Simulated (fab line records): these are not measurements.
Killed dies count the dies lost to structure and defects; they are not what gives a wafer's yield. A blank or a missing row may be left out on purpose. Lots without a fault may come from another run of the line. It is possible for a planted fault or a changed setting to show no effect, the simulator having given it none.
A lot that was struck, set against a sound lot / flow nandHarc / 15 out of 1302 route steps
Sound: these wafers, L482.4, L482.5, L482.6. Wafers L473.2, L473.4, L473.6 were the ones struck. The cause is given at the end.
At each step with rows: each side's tool, then ch and its chambers, then its first start. Under that, the readings that differ: sound wafers / struck wafers / difference of the means / sigmas: that difference in standard deviations of wafers without a fault.
alike: a reading whose means differ by less than 2 such deviations, as well as words and numbers matching on both sides. not compared: withheld readings; readings where some wafer has no value; bounds like >300 that might hide an equal value; numbers whose values overlap and for which the record gives no deviation.
The two part at a step that has a row with sigmas, a row that says differs or no value, or rows on one side only. Non-overlapping numbers with no deviation appear without sigmas and do not part them. A reading missing from all wafers of one side parts the sides only when that side holds two or more wafers.

first, 6 steps without rows for these wafers: NHARC_P_ZERO_WELL_COAT_18; NHARC_P_ZERO_WELL_SOFTBAKE_19 (time 95 s); NHARC_P_ZERO_WELL_EBR_20; NHARC_P_ZERO_WELL_EXPOSE_21 (exposes mask P NWELL, target cd 720 nm); NHARC_P_ZERO_WELL_PEB_22 (peb time 85 s); NHARC_P_ZERO_WELL_DEVELOP_23 (time 70 s).
NHARC_P_ZERO_WELL_CD_MEAS_24 targets a cd of 720 nm.
  sound on cdSem-01 ch 0, day 9 00:44; struck on cdSem-01 ch 0, day 5 06:35
  alike: cdNm
then, 1 step without rows for these wafers: NHARC_P_ZERO_WELL_HARDBAKE_25 (time 80 s).
NHARC_P_ZERO_WELL_DESCUM_26: chemistry O2, time 3 s.
  sound on rieDiel-03 ch 0,1,3, day 9 00:55; struck on rieDiel-04 ch 0,2, day 5 06:45
  alike: chamberPressureMTorr, drypumpMotorCurrentA, oesProductAu, rfVppV, showerheadPlenumPTorr, throttleValvePct
  not compared: rfHoursCounterH
then, 3 steps without rows for these wafers: NHARC_P_ZERO_WELL_IMPLANT_27; NHARC_P_ZERO_WELL_IMPLANT_57; NHARC_P_ZERO_WELL_IMPLANT_58.
NHARC_P_ZERO_WELL_STRIP_28: strips in SPM, time 840 s.
  sound on wetBench-05 ch 1,3,6, day 9 01:37; struck on wetBench-05 ch 0,4,6, day 5 07:28
reading=bathGuardTempC (C); sound=131.3 130.3 130.2; struck=123.8 124.4 123.4; difference=-6.7; sigmas=-11
reading=tempC (C); sound=130.17 130.13 129.95; struck=123.04 123.71 123.42; difference=-6.69; sigmas=-48
then, 1 step without rows for these wafers: NHARC_P_ZERO_WELL_DEHYDRATE_29 (time 120 s).
-- record jumps: 23 days between struck wafers' starts before vs after; left off in module P_ZERO_WELL, resumes in module END, first step shown is number 1302 of the route --
NHARC_END_SORT_01:
  sound on prober-02 ch 0, day 31 17:25; struck on prober-01 ch 0, day 28 06:14
  alike: killedAtArray, killedAtOther, killedAtPeriphery, killedDies, killedOpen, killedShort

== WHERE THEY PART ==
Only at NHARC_P_ZERO_WELL_STRIP_28, within this record. Later steps at which nothing parts them and some readings are alike: NHARC_END_SORT_01.

WHY: the cause the simulator had injected
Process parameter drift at NHARC_P_ZERO_WELL_STRIP_28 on wetBench-05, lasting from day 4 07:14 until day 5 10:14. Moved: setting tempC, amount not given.
